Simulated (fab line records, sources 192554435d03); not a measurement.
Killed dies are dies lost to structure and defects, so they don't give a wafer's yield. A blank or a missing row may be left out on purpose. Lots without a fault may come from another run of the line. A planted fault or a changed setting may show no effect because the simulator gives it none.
Split-lot experiment | flow n5_finfet | 7 lots, 39 wafers read, on a route of 1938 steps

THE SPLIT
At N5_DUMMY_GATE_ETCH_32 (etches SiO2 in CF4, target depth 3.5 nm, time 3.9 s), the setting time_s was moved away from the recipe's 3.9 s on 12 of the 39 wafers read, by -12.8% to +20.1%. The other wafers ran this setting at the recipe's value.

The reading is taken at the split's own step.

THE READING
etch.depth_nm (the simulator's own value, which no gauge read), in nm, at N5_DUMMY_GATE_ETCH_32 (etches SiO2 in CF4, target depth 3.5 nm, time 3.9 s). The file gives no usual value for it. The 27 wafers here that ran the recipe average 3.467 nm, standard deviation 0.05 nm.

wafer  | tool, chamber at the split | time_s as run, s | against the recipe | etch.depth_nm, nm | against lot-mates on the recipe
L074.1 | rie_si-02, 0               | 3.9              | recipe             | 3.426             | -
L074.2 | rie_si-02, 3               | 3.9              | recipe             | 3.491             | -
L074.3 | rie_si-02, 2               | 4.684            | +20.1%             | 4.111             | +0.645
L074.5 | rie_si-02, 2               | 4.684            | +20.1%             | 4.111             | +0.645
L074.4 | rie_si-02, 1               | 3.9              | recipe             | 3.482             | -
L074.6 | rie_si-02, 1               | 4.684            | +20.1%             | 4.208             | +0.742
L076.1 | rie_si-02, 0               | 3.9              | recipe             | 3.464             | -
L076.2 | rie_si-02, 2               | 3.9              | recipe             | 3.397             | -
L076.3 | rie_si-02, 1               | 3.9              | recipe             | 3.465             | -
L076.4 | rie_si-02, 3               | 3.9              | recipe             | 3.517             | -
L076.5 | rie_si-02, 3               | 3.9              | recipe             | 3.523             | -
L076.6 | rie_si-02, 2               | 3.9              | recipe             | 3.428             | -
L079.1 | rie_si-03, 2               | 3.476            | -10.9%             | 3.153             | -0.282
L079.2 | rie_si-03, 1               | 3.476            | -10.9%             | 3.037             | -0.398
L079.3 | rie_si-03, 0               | 3.9              | recipe             | 3.456             | -
L079.4 | rie_si-03, 1               | 3.9              | recipe             | 3.407             | -
L079.5 | rie_si-03, 0               | 3.9              | recipe             | 3.442             | -
L079.6 | rie_si-03, 2               | 3.476            | -10.9%             | 3.132             | -0.303
L080.1 | rie_si-03, 1               | 3.9              | recipe             | 3.456             | -
L080.2 | rie_si-03, 2               | 3.9              | recipe             | 3.572             | -
L080.3 | rie_si-03, 0               | 3.9              | recipe             | 3.489             | -
L080.4 | rie_si-03, 0               | 3.9              | recipe             | 3.499             | -
L080.5 | rie_si-03, 2               | 3.9              | recipe             | 3.581             | -
L080.6 | rie_si-03, 1               | 3.9              | recipe             | 3.494             | -
L086.1 | rie_si-03, 3               | 3.9              | recipe             | 3.446             | -
L086.2 | rie_si-03, 1               | 3.9              | recipe             | 3.429             | -
L086.4 | rie_si-03, 0               | 3.9              | recipe             | 3.497             | -
L088.1 | rie_si-03, 2               | 3.9              | recipe             | 3.514             | -
L088.2 | rie_si-03, 3               | 4.451            | +14.1%             | 3.917             | +0.454
L088.3 | rie_si-03, 0               | 4.451            | +14.1%             | 3.984             | +0.521
L088.4 | rie_si-03, 1               | 3.9              | recipe             | 3.445             | -
L088.5 | rie_si-03, 2               | 4.451            | +14.1%             | 4.056             | +0.593
L088.6 | rie_si-03, 3               | 3.9              | recipe             | 3.429             | -
L094.1 | rie_si-01, 3               | 3.4              | -12.8%             | 2.954             | -0.462
L094.2 | rie_si-01, 2               | 3.9              | recipe             | 3.483             | -
L094.3 | rie_si-01, 1               | 3.9              | recipe             | 3.375             | -
L094.4 | rie_si-01, 0               | 3.4              | -12.8%             | 2.979             | -0.437
L094.5 | rie_si-01, 2               | 3.4              | -12.8%             | 3.046             | -0.370
L094.6 | rie_si-01, 1               | 3.9              | recipe             | 3.391             | -

THE FIT
A straight line over all 39 wafers: etch.depth_nm changes by +0.0349 nm for each +1% of time_s; r = +0.98; the points scatter about the line by 0.052 nm.
The same after taking each lot's own level away (the mean of its wafers on the recipe; 39 wafers): +0.0338 nm for each +1%; r = +0.99; scatter 0.046 nm.
On that fit, the largest move of time_s shifts the reading by 0.68 nm.
The lots' own levels span 3.4163 to 3.5152 nm, that is 2.0 times the standard deviation above.
So the lot-to-lot level changes the slope little: the two slopes agree.
Check: with one of the wafers moved furthest among these (+20.1%) left out of the fit, the line predicts +0.694 nm for it against its lot-mates. It came out at +0.645 nm against them.

OTHER SPLITS ON THESE WAFERS
These wafers also went through other splits before the reading. Each is held against what the fit with the lots' levels taken away leaves over:
other split on the same wafers       | wafers away from the commonest value | r with etch.depth_nm (lot level and that fit taken away)
N5_DUMMY_GATE_HM_DEP_06 target_thk_a | 30                                   | -0.15
N5_DUMMY_GATE_ETCH_31 target_depth_a | 12                                   | -0.22

THE FILE'S OWN FIT
etch.depth_nm changes by +0.0338 nm for each +1% of time_s, r = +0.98.
